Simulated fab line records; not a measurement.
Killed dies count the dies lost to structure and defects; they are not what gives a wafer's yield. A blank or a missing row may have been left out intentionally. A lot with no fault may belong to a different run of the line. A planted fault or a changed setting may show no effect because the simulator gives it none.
Lot-split experiment | flow n5 finfet | 7 lots, 21 wafers read, on a route of 1938 steps

## ABOUT THE SPLIT
At N5_GATE_CUT_ETCH_58 (etches SiNx in CH3F/O2, target depth 17 nm, time 128.6 s), the setting bias w was moved away from the recipe's 21 W on 7 of the 21 wafers read, by -16.8% to +17.5%. All remaining wafers had this setting at the recipe value.

The reading comes from the split's own step.

## THE READING
rf vpp V, in V, at N5_GATE_CUT_ETCH_58 (etches SiNx in CH3F/O2, target depth 17 nm, time 128.6 s). Typical for fault-free wafers on this fab line: 99.1 V, with standard deviation 0.93 V.

wafer  | tool, chamber at the split | bias w as run, W | against the recipe | rf vpp V, V | against lot-mates on the recipe
L078.1 | rie diel-01, 1             | 21               | recipe             | 100.0       | -
L078.4 | rie diel-01, 0             | 21               | recipe             | 99.0        | -
L078.6 | rie diel-01, 3             | 21               | recipe             | 100.1       | -
L083.1 | rie diel-01, 1             | 21               | recipe             | 99.4        | -
L083.2 | rie diel-01, 2             | 17.47            | -16.8%             | 85.9        | -13.5
L083.4 | rie diel-01, 0             | 17.47            | -16.8%             | 88.8        | -10.6
L089.3 | rie diel-01, 1             | 21               | recipe             | 99.4        | -
L089.4 | rie diel-01, 0             | 21               | recipe             | 99.4        | -
L089.6 | rie diel-01, 1             | 21               | recipe             | 100.3       | -
L090.1 | rie diel-04, 2             | 24.67            | +17.5%             | 108.3       | +9.5
L090.2 | rie diel-04, 0             | 24.67            | +17.5%             | 110.7       | +11.9
L090.5 | rie diel-04, 2             | 21               | recipe             | 98.8        | -
L092.2 | rie diel-05, 1             | 21               | recipe             | 98.5        | -
L092.5 | rie diel-05, 0             | 24.27            | +15.6%             | 108.7       | +10.2
L092.6 | rie diel-05, 1             | 24.27            | +15.6%             | 107.6       | +9.1
L096.3 | rie diel-04, 2             | 21               | recipe             | 97.6        | -
L096.4 | rie diel-04, 0             | 21               | recipe             | 99.8        | -
L096.6 | rie diel-04, 2             | 19.51            | -7.1%              | 94.5        | -4.2
L097.2 | rie diel-04, 1             | 21               | recipe             | 100.1       | -
L097.3 | rie diel-04, 2             | 21               | recipe             | 99.0        | -
L097.4 | rie diel-04, 0             | 21               | recipe             | 99.2        | -

THE FIT
A straight line over all 21 wafers: rf vpp V changes by +0.628 V for each +1% of bias w; r = +0.99; the points scatter about the line by 1 V.
The same after taking each lot's own level away (the mean of its wafers on the recipe; 21 wafers): +0.651 V for each +1%; r = +0.99; scatter 0.9 V.
On that fit, the largest move of bias w shifts the reading by 11 V.
The span of the lots' own levels, 98.50 to 99.70 V, comes to 1.3 times the standard deviation stated above.
Hence the lot-to-lot level has little effect on the slope; both slopes agree.
Check: for one of the wafers moved furthest among these (+17.5%), held out of the fit, the line's prediction against its lot-mates is +11.6 V. It came out at +9.5 V against them.
Tool readings at the split's step, against how far the setting was moved: rf vpp V r = +0.99.

## OTHER SPLITS ON THESE WAFERS
Before the reading, these wafers also passed through other splits. Each is held against what the fit with the lots' levels taken away leaves over:
other split on the same wafers | wafers away from the commonest value | r with rf vpp V (lot level and that fit taken away)
N5_SD_ACTIVATION_LSA_01 temp c | 8                                    | -0.46
N5_SDB_CUT_ETCH_26 icp w       | 8                                    | +0.03
N5_HKMG_FIN_COAT_66 spin rpm   | 6                                    | +0.22

## THE WHOLE CHAIN: every reading that the file lists as answering this split, in the file's order
step                | what it does                                             | reading                                                        | change (the file's fit)                | r (the file's)
N5_GATE_CUT_ETCH_58 | etches SiNx in CH3F/O2, target depth 17 nm, time 128.6 s | rf vpp V                                                       | +0.648 V for each +1% of the setting   | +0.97
N5_GATE_CUT_ETCH_58 | etches SiNx in CH3F/O2, target depth 17 nm, time 128.6 s | etch.depth nm (the simulator's own value, which no gauge read) | +0.0952 nm for each +1% of the setting | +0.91

## FILE'S OWN FIT
rf vpp V changes by +0.648 V for each +1% of bias w, r = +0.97.
